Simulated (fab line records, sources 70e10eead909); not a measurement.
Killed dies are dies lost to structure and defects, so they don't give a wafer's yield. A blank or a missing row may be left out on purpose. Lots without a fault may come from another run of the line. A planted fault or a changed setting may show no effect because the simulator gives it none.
fab line records | flow nand_harc
record lots=5 wafers=15 last_day=34
route steps=1302 shown P_CONTACT@249 P_M0@253 P_M1@285 END@1302
lots that met no fault: from a run of the same line without faults
start_h: hours from the record's first day to the start of the lot's first wafer shown | wait_h: hours since the lot's step before | " the same as in the row above | L1.1+2: a row that stands for several wafers | - no value, or no start given | * or withheld: withheld | < > ~ a bound
route shown NAME@n: a module of which the file shows steps, and the number in the route of the first | usual: mean/standard deviation of fault-free wafers | same: alike in all rows | chamber/n: place in a boat | sites: the reading at each site | _std_site: their standard deviation | _edge_site: outer sites' mean less inner sites' | radius_mm: how far each site lies from the wafer's centre | mask NAME#n: copy n | behind: the tool/chamber that last shaped the wafer | hold: why the lot was held/for how many hours/how that ended | device: the transistor (n, p or np) that didn't switch | end of line: the same wafers' tests at the end of the route | a step without rows: its recipe alone | killed: dies lost to structure and defects at the first sort, not the wafer's yield | map: a wafer's dies, x killed, . not, _ none there
set.NAME: the setting as run; set.NAME@STEP: as run at that earlier step | model.NAME: the simulator's own value behind a step, which no gauge read
lots at some steps of the route; a table a step, a row a wafer
services: from which hour (start_h, from the record's first day; less than 0 if before it) a tool's chamber was out of use, for how many hours, and why
## steps
# step NHARC_P_CONTACT_CMP_24
# recipe t_overpolish_s=30 target_thk_nm=200
# step NHARC_P_CONTACT_SRD_26
# step NHARC_P_M0_DEP_00
# recipe target_thk_a=1500 target_thk_nm=150 temp_c=withheld pressure_torr=5 flow_sccm=200 rf_w=600 material=SiOC
# step NHARC_P_M0_DEHYDRATE_01
# recipe temp_c=150 time_s=120
# step NHARC_P_M0_HMDS_02
# recipe time_s=30
# step NHARC_P_M0_COAT_33
# recipe temp_c=200 time_s=65
# step NHARC_P_M0_COAT_03
# recipe spin_rpm=1500 resist_thk_nm=90
# step NHARC_P_M0_SOFTBAKE_04
# recipe temp_c=105 time_s=55
# step NHARC_P_M0_EBR_05
# step NHARC_P_M0_EXPOSE_06
# recipe na=1.35 target_cd_nm=90 dose_mj=81.28 mask_id=P_M0
# step NHARC_P_M0_PEB_07
# recipe peb_temp_c=100 peb_time_s=65
# usual heater_power_total_W=156.7/0.43 plate_temp_C=100.01/0.13
# columns lot.wafer tool chamber start_h wait_h heater_power_total_W plate_temp_C
L563.1 litho_track-06 0 285.64 0.1 155.9 99.89
L563.5 " 0 " " 156.3 100.09
L563.6 " 0 " " 157.2 100.10
L568.1 litho_track-06 0 318.48 0.1 160.7 102.28
L568.2 " 0 " " 161.0 102.26
L568.5 " 0 " " 161.2 102.24
L569.1 litho_track-06 0 334.77 0.1 161.5 102.45
L569.2 " 0 " " 160.7 102.24
L569.3 " 0 " " 160.8 102.30
L570.1 litho_track-04 0 338.98 0.1 156.3 99.85
L570.2 " 0 " " 157.1 100.13
L570.5 " 0 " " 157.1 99.91
L571.2 litho_track-06 0 350.39 0.1 161.0 102.12
L571.3 " 0 " " 161.7 101.90
L571.5 " 0 " " 161.1 102.10
# step NHARC_P_M0_DEVELOP_08
# recipe develop_time_s=35 dev_temp_c=23
# step NHARC_P_M0_CD_MEAS_09
# recipe target_cd_nm=90 landing_energy_ev=500
# usual cd_nm=89.9/0.61
# same landing_energy_ev=500
# columns lot.wafer tool chamber start_h wait_h hold cd_nm
L563.1 cd_sem-02 0 285.72 - - 89.9
L563.5 " 0 " " - 89.4
L563.6 " 0 " " - 89.8
L568.1 cd_sem-01 0 318.56 - await_dispo/0.2h/release 97.5
L568.2 " 0 " " await_dispo/0.2h/release 97.2
L568.5 " 0 " " await_dispo/0.2h/release 97.2
L568.1 cd_sem-01 0 - - - 97.4
L568.2 " 0 " " - 97.4
L568.5 " 0 " " - 97.2
L569.1 cd_sem-01 0 334.84 - await_dispo/0.2h/release 97.4
L569.2 " 0 " " await_dispo/0.2h/release 96.1
L569.3 " 0 " " await_dispo/0.2h/release 97.4
L569.1 cd_sem-01 0 - - - 97.1
L569.2 " 0 " " - 96.7
L569.3 " 0 " " - 97.0
L570.1 cd_sem-03 0 339.06 - - 90.3
L570.2 " 0 " " - 89.6
L570.5 " 0 " " - 89.5
L571.2 cd_sem-01 0 350.47 - await_dispo/0.2h/release 95.7
L571.3 " 0 " " await_dispo/0.2h/release 95.6
L571.5 " 0 " " await_dispo/0.2h/release 96.2
L571.2 cd_sem-01 0 - - - 95.4
L571.3 " 0 " " - 95.7
L571.5 " 0 " " - 96.1
# step NHARC_P_M0_OVL_MEAS_10
# recipe pitch_nm=180
# usual overlay_x_nm=0.1/0.63 overlay_y_nm=0.2/0.85
# columns lot.wafer tool chamber start_h wait_h hold overlay_x_nm overlay_y_nm
L563.1 overlay-02 - 285.80 - - 0.1 0.8
L563.5 " - " " - -0.2 0.8
L563.6 " - " " - -0.2 1.1
L568.1 overlay-02 - 322.44 - await_dispo/3.6h/release -0.2 0.5
L568.2 " - " " await_dispo/3.6h/release -0.6 0.5
L568.5 " - " " await_dispo/3.6h/release -0.3 1.2
L570.1 overlay-01 - 339.14 - - 0.0 1.1
L570.2 " - " " - -0.2 0.6
L570.5 " - " " - 0.1 0.8
L569.1 overlay-02 - 341.99 - await_dispo/6.9h/release 0.6 0.7
L569.2 " - " " await_dispo/6.9h/release -0.2 0.1
L569.3 " - " " await_dispo/6.9h/release 0.2 -0.1
L571.2 overlay-01 - 356.35 - await_dispo/5.6h/release -0.7 0.2
L571.3 " - " " await_dispo/5.6h/release -0.6 0.0
L571.5 " - " " await_dispo/5.6h/release -0.5 -0.1
# step NHARC_P_M0_DESCUM_14
# recipe time_s=3 o2_flow_sccm=200 ar_flow_sccm=0 bias_power_w=0 chemistry=O2
# usual drypump_motor_current_A=5.9/0.39 oes_product_au=0.996/0.011 rf_vpp_V=57.6/0.86 showerhead_plenum_p_Torr=1.88/0.085 throttle_valve_pct=11.312/0.0099
# columns lot.wafer tool chamber start_h wait_h drypump_motor_current_A oes_product_au rf_hours_counter_h rf_vpp_V showerhead_plenum_p_Torr throttle_valve_pct model.P_M0.cd_nm
L563.1 rie_diel-04 3 285.91 0.1 6.1 0.999 33 56.8 1.79 11.307 89.46
L563.5 " 2 " " 6.1 1.003 - 57.3 1.83 11.312 90.04
L563.6 " 3 " " 6.1 1.007 - 56.5 1.79 11.313 90.18
L568.2 rie_diel-06 2 322.54 0.1 6.2 0.981 0 57.6 1.85 11.307 97.64
L568.1 " 3 " " 5.8 0.997 0 59.2 2.08 11.324 97.33
L568.5 " 0 " " 5.2 0.982 - 58.2 1.92 11.309 97.51
L570.1 rie_diel-06 3 339.24 0.1 5.8 1.011 8 58.7 2.07 11.314 90.04
L570.2 " 2 " " 6.2 0.975 8 57.4 1.85 11.308 89.65
L570.5 " 2 " " 6.2 0.993 - 56.9 1.85 11.322 89.51
L569.1 rie_diel-06 0 342.14 0.1 5.1 0.993 6 58.5 1.92 11.319 97.08
L569.3 " 2 " " 6.2 0.977 6 58.3 1.85 11.297 97.63
L569.2 " 3 " " 5.7 1.003 6 57.7 2.07 11.311 96.85
L571.2 rie_diel-04 2 364.19 7.8 6.1 0.999 60 56.5 1.82 11.318 95.93
L571.3 " 3 " " 6.1 0.997 58 56.3 1.78 11.302 95.57
L571.5 " 1 " " 6.0 1.021 - 57.4 1.84 11.308 95.89
# step NHARC_P_M0_ETCH_34
# recipe target_depth_a=400 overetch_a=120 time_s=43.94 ion_energy_ev=200 n2_flow_sccm=150 h2_flow_sccm=150 ar_flow_sccm=0 rf_w=400 bias_w=150 chemistry=N2/H2
# step NHARC_P_M0_ETCH_15
# recipe target_depth_a=1500 overetch_a=150 time_s=82.5 c4f8_flow_sccm=withheld ar_flow_sccm=400 rf_w=600 bias_w=300 chemistry=C4F8/Ar
# usual bias_w=299.8/0.89 oes_product_au=0.946/0.024 rf_vpp_V=439.8/2.6
# columns lot.wafer tool chamber start_h wait_h bias_w oes_product_au rf_hours_counter_h rf_vpp_V model.P_M0.cd_nm
L563.1 rie_diel-04 1 - - 301.0 0.941 31 438.6 89.62
L563.5 " 0 " " 298.6 0.925 - 437.6 89.87
L563.6 " 1 " " 299.4 0.939 - 438.5 89.93
L568.1 rie_diel-06 2 - - 300.8 0.939 0 439.3 97.34
L568.2 " 3 " " 299.7 0.961 0 444.5 97.81
L568.5 " 3 " " 301.0 0.969 - 445.8 97.54
L570.2 rie_diel-06 3 - - 299.6 0.953 8 444.6 90.26
L570.1 " 0 " " 300.5 0.931 8 440.8 90.39
L570.5 " 2 " " 298.6 0.924 - 438.6 89.86
L569.3 rie_diel-06 3 - - 299.6 0.963 6 446.0 97.89
L569.2 " 0 " " 299.8 0.952 6 441.3 96.71
L569.1 " 2 " " 299.2 0.948 6 439.5 97.61
L571.2 rie_diel-04 3 - - 297.7 0.921 58 437.0 96.28
L571.3 " 0 " " 298.8 0.912 57 436.1 95.56
L571.5 " 3 " " 298.7 0.926 - 436.5 96.07
# step NHARC_P_M0_CD_MEAS_16
# usual cd_nm=89.9/0.81
# columns lot.wafer tool chamber start_h wait_h hold cd_nm
L563.1 cd_sem-01 - 286.25 - - 89.5
L563.5 " - " " - 89.6
L563.6 " - " " - 89.9
L568.1 cd_sem-03 - 324.31 - await_dispo/0.2h/release 97.0
L568.2 " - " " await_dispo/0.2h/release 97.5
L568.5 " - " " await_dispo/0.2h/release 97.5
L568.1 cd_sem-03 - 324.50 0.2 - 97.1
L568.2 " - " " - 97.7
L568.5 " - " " - 97.5
L570.1 cd_sem-02 - 339.68 - - 90.7
L570.2 " - " " - 90.0
L570.5 " - " " - 90.1
L569.1 cd_sem-02 - 342.48 - await_dispo/0.2h/release 97.4
L569.2 " - " " await_dispo/0.2h/release 97.2
L569.3 " - " " await_dispo/0.2h/release 98.1
L569.1 cd_sem-02 - 342.67 0.2 - 98.0
L569.2 " - " " - 97.0
L569.3 " - " " - 97.8
L571.2 cd_sem-02 - 364.48 - await_dispo/0.2h/release 96.0
L571.3 " - " " await_dispo/0.2h/release 95.5
L571.5 " - " " await_dispo/0.2h/release 96.1
L571.2 cd_sem-02 - 364.66 0.2 - 96.2
L571.3 " - " " - 95.2
L571.5 " - " " - 96.0
# step NHARC_P_M0_STRIP_19
# recipe time_s=600 temp_c=30 chemistry=post_etch_residue_remover
# step NHARC_P_M0_DEGAS_28
# recipe temp_c=250 time_s=60
# step NHARC_P_M0_PRE_CLEAN_29
# recipe time_s=30 temp_c=280 gas=H2/He
# step NHARC_P_M0_PVD_20
# recipe target_thk_a=50 bias_v=168.6 power_w=15000 chamber_pressure_pa=0.12 time_s=8.06 substrate_temp_c=50 material=TaN
# step NHARC_P_M0_PVD_21
# recipe target_thk_a=300 chamber_pressure_pa=5 power_w=5000 substrate_temp_c=30 time_s=20.49 material=Cu
# step NHARC_P_M0_ECD_22
# recipe target_thk_a=4000 bath_temp_c=25 material=Cu
# step NHARC_P_M0_ANNEAL_30
# recipe temp_c=225 time_s=90
# step NHARC_P_M0_CMP_23
# recipe t_overpolish_s=20 target_thk_nm=117.54
# step NHARC_P_M0_SRD_25
# step NHARC_P_M0_PRE_CLEAN_31
# recipe time_s=12 temp_c=370 rf_power_w=300 gas=NH3
# step NHARC_P_M0_DEP_32
# recipe target_thk_a=300 temp_c=370 target_thk_nm=30 pressure_torr=3 flow_sccm=200 rf_w=450 material=SiCN
# step NHARC_P_M1_DEP_00
# recipe target_thk_a=1825 target_thk_nm=182.5 temp_c=withheld pressure_torr=5 flow_sccm=200 rf_w=600 material=SiOC
# step NHARC_P_M1_DEHYDRATE_01
# recipe temp_c=150 time_s=120
# step NHARC_P_M1_HMDS_02
# recipe time_s=30
# step NHARC_P_M1_COAT_34
# recipe temp_c=200 time_s=65
# step NHARC_P_M1_COAT_03
# recipe spin_rpm=1500 resist_thk_nm=90
# step NHARC_P_M1_SOFTBAKE_04
# recipe temp_c=105 time_s=55
# step NHARC_P_M1_DESCUM_14
# recipe time_s=3 o2_flow_sccm=200 ar_flow_sccm=0 bias_power_w=0 chemistry=O2
# usual drypump_motor_current_A=5.8/0.35 oes_product_au=1.003/0.0073 rf_vpp_V=57.6/0.92 showerhead_plenum_p_Torr=1.90/0.086 throttle_valve_pct=11.311/0.0093
# columns lot.wafer tool chamber start_h wait_h drypump_motor_current_A oes_product_au rf_hours_counter_h rf_vpp_V showerhead_plenum_p_Torr throttle_valve_pct model.P_M1.cd_nm
L563.1 rie_diel-12 3 290.12 0.1 5.8 1.002 0 55.9 1.81 11.294 130.8
L563.5 " 3 " " 5.8 1.006 - 58.9 1.81 11.317 130.7
L563.6 " 0 " " 5.5 1.004 - 57.7 1.81 11.310 130.9
L568.1 rie_diel-12 1 330.41 0.1 5.4 1.003 2 58.0 2.01 11.291 129.6
L568.2 " 2 " " 5.6 0.992 2 58.8 1.96 11.307 130.2
L568.5 " 2 " " 5.6 0.993 - 59.1 1.96 11.309 129.9
L570.2 rie_diel-09 3 343.76 0.1 6.3 1.015 1 57.7 1.79 11.323 130.1
L570.1 " 1 " " 6.0 0.995 1 58.0 1.99 11.319 131.6
L570.5 " 0 " " 5.8 1.009 - 55.7 1.85 11.315 130.7
L569.2 rie_diel-09 3 356.84 0.1 6.3 1.011 0 57.2 1.79 11.319 129
L569.1 " 0 " " 5.7 0.994 0 58.4 1.85 11.295 129.6
L569.3 " 2 " " 6.5 1.002 0 58.3 1.99 11.322 130
L571.2 rie_diel-12 2 380.29 0.1 5.6 1.002 5 57.4 1.96 11.312 129.6
L571.3 " 1 " " 5.4 0.999 4 57.8 2.00 11.299 128.9
L571.5 " 3 " " 5.8 0.997 - 58.6 1.81 11.287 129.8
# step NHARC_END_SORT_01
# recipe temp_c=25
# usual defect_limited_yield=90.6/2.8 killed_at_array=58/20 killed_at_other=0.8/1 killed_at_periphery=4.6/2.8 killed_dies=63/19 killed_open=3.4/2 killed_short=2.4/1.8
# same gross_dies=677
# columns lot.wafer tool chamber start_h wait_h defect_limited_yield[%] killed_at_array killed_at_other killed_at_periphery killed_dies killed_open killed_short
L568.1 prober-01 0 749.59 2.5 91.3 52 1 6 59 4 3
L568.2 prober-01 0 750.39 2.8 92.2 47 1 5 53 3 3
L568.5 prober-01 0 752.79 3.7 91.0 56 0 5 61 8 3
L569.1 prober-02 0 814.45 2.5 90.5 52 1 11 64 3 2
L569.2 prober-02 0 815.25 2.8 91.1 47 2 11 60 5 3
L569.3 prober-02 0 816.06 3.1 93.1 40 0 7 47 1 2
L571.2 prober-01 0 821.00 2.8 87.7 80 1 2 83 4 1
L571.3 prober-01 0 821.81 3.1 90.5 57 1 6 64 3 1
L571.5 prober-01 0 823.42 3.7 89.2 68 2 3 73 4 1
# killed by level:class
L568.1 A_SLIT:chamber_film_flake=22 A_CHANNEL_HOLE_D1:chamber_film_flake=14 A_CONTACT:chamber_film_flake=5 P_GATE:chamber_film_flake=3 A_M1:chamber_film_flake=3 A_CHANNEL_FILL_D2:chamber_film_flake=2 P_GATE:geometric_particle:open=1 P_M0:geometric_particle:short=1
L568.2 A_SLIT:chamber_film_flake=30 A_CHANNEL_HOLE_D1:chamber_film_flake=6 P_GATE:chamber_film_flake=3 A_CONTACT:chamber_film_flake=3 A_CHANNEL_HOLE_D2:chamber_film_flake=2 P_M0:geometric_particle:open=1 A_ONON_D1:geometric_particle:open=1 A_CHANNEL_FILL_D1:geometric_particle:short=1
L568.5 A_SLIT:chamber_film_flake=26 A_CHANNEL_HOLE_D1:chamber_film_flake=12 A_CONTACT:chamber_film_flake=4 A_WL_FILL:geometric_particle:open=2 P_M0:chamber_film_flake=2 A_CHANNEL_FILL_D2:chamber_film_flake=2 P_CONTACT:geometric_particle:open=1 A_ONON_D1:geometric_particle:short=1
L569.1 A_CHANNEL_HOLE_D2:chamber_film_flake=29 P_GATE:chamber_film_flake=9 A_SLIT:chamber_film_flake=5 A_STAIRCASE:chamber_film_flake=3 A_CONTACT:chamber_film_flake=3 A_CHANNEL_FILL_D2:chamber_film_flake=2 A_BONDPAD:chamber_film_flake=2 P_M0:geometric_particle:open=1
L569.2 A_CHANNEL_HOLE_D2:chamber_film_flake=20 A_SLIT:chamber_film_flake=9 A_CONTACT:chamber_film_flake=8 P_GATE:chamber_film_flake=6 P_M0:geometric_particle:open=2 P_ZERO_WELL:chamber_film_flake=2 A_BONDPAD:chamber_film_flake=2 THIN_TSV:chamber_film_flake=2
L569.3 A_CHANNEL_HOLE_D2:chamber_film_flake=18 A_CONTACT:chamber_film_flake=6 P_GATE:chamber_film_flake=5 A_SLIT:chamber_film_flake=4 A_CHANNEL_HOLE_D1:chamber_film_flake=3 A_BONDPAD:chamber_film_flake=3 P_M1:chamber_film_flake=2 A_ONON_D2:geometric_particle:short=1
L571.2 A_CHANNEL_HOLE_D2:chamber_film_flake=32 A_SLIT:chamber_film_flake=25 A_CONTACT:chamber_film_flake=10 A_CHANNEL_HOLE_D1:chamber_film_flake=7 P_BONDPAD:chamber_film_flake=2 A_SOURCE_PLATE:geometric_particle:short=1 A_ONON_D2:geometric_particle:open=1 A_CONTACT:geometric_particle:open=1
L571.3 A_CHANNEL_HOLE_D1:chamber_film_flake=17 A_CHANNEL_HOLE_D2:chamber_film_flake=16 A_SLIT:chamber_film_flake=15 A_CONTACT:chamber_film_flake=4 P_CONTACT:geometric_particle:open=2 P_ZERO_WELL:chamber_film_flake=2 A_BONDPAD:chamber_film_flake=2 P_M2:geometric_particle:open=1
L571.5 A_CHANNEL_HOLE_D1:chamber_film_flake=26 A_CHANNEL_HOLE_D2:chamber_film_flake=17 A_SLIT:chamber_film_flake=13 A_CONTACT:chamber_film_flake=4 P_CONTACT:geometric_particle:open=2 A_CHANNEL_FILL_D1:chamber_film_flake=2 A_DECK1_JOINT:chamber_film_flake=2 THIN_TSV:chamber_film_flake=2
## services
# columns tool chamber start_h hours kind
rie_diel-06 0 261.89 - clean
rie_diel-06 1 261.89 - clean
rie_diel-06 2 261.89 - clean
rie_diel-06 3 261.89 - clean
rie_diel-04 1 265.44 7.6 repair
rie_diel-12 - 268.40 9.0 pm
rie_diel-06 1 276.71 102.2 repair
rie_diel-06 0 286.39 - clean
rie_diel-06 2 286.39 - clean
rie_diel-06 3 286.39 - clean
rie_diel-09 2 306.85 2.8 repair
rie_diel-06 - 308.34 9.0 pm
rie_diel-06 0 308.34 9.0 vent_cycle
rie_diel-06 2 308.34 9.0 vent_cycle
rie_diel-06 3 308.34 9.0 vent_cycle
rie_diel-06 0 317.34 - clean
rie_diel-06 2 317.34 - clean
rie_diel-06 3 317.34 - clean
rie_diel-09 - 320.17 9.0 pm
rie_diel-09 2 339.67 7.1 repair
litho_track-06 - 354.00 7.0 pm
rie_diel-04 - 355.18 9.0 pm
rie_diel-12 1 376.90 1.3 repair
litho_track-04 - 378.00 7.0 pm
## key
first_sign step=NHARC_P_M0_PEB_07 reading=plate_temp_C direction=up sigmas=17 usual=* struck=*
effect step=NHARC_P_M0_PEB_07 reading=heater_power_total_W direction=up sigmas=10 usual=* struck=*
effect step=NHARC_P_M0_CD_MEAS_09 reading=visit direction=added through=control_loop
effect step=NHARC_P_M0_CD_MEAS_09 reading=cd_nm direction=up sigmas=11 usual=89.9 struck=96.7 through=control_loop
effect step=NHARC_P_M0_CD_MEAS_16 reading=visit direction=added through=control_loop
effect step=NHARC_P_M0_CD_MEAS_16 reading=cd_nm direction=up sigmas=8.7 usual=89.9 struck=96.9 through=control_loop
model_effect step=NHARC_P_M0_DESCUM_14 value=P_M0.cd_nm without=89.58 struck=96.83
model_effect step=NHARC_P_M0_ETCH_15 value=P_M0.cd_nm without=89.73 struck=96.98
model_effect step=NHARC_P_M1_DESCUM_14 value=P_M1.cd_nm without=129.2 struck=129.6
met_at NHARC_P_M0_PEB_07
struck_wafers L568.1,L568.2,L568.5,L569.1,L569.2,L569.3,L571.2,L571.3,L571.5
loop_trim step=NHARC_P_M0_EXPOSE_06 setting=dose lots=L571
onset_between 285.64 318.48
fault kind=process_parameter_drift tool=litho_track-06 chamber=- onset_h=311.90 steps=NHARC_P_M0_PEB_07 channel=peb_temp_c offset=* shape=step end_h=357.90 acts_in=* stated=*
# loop_trim: a control loop set the setting to another value than it would have without faults
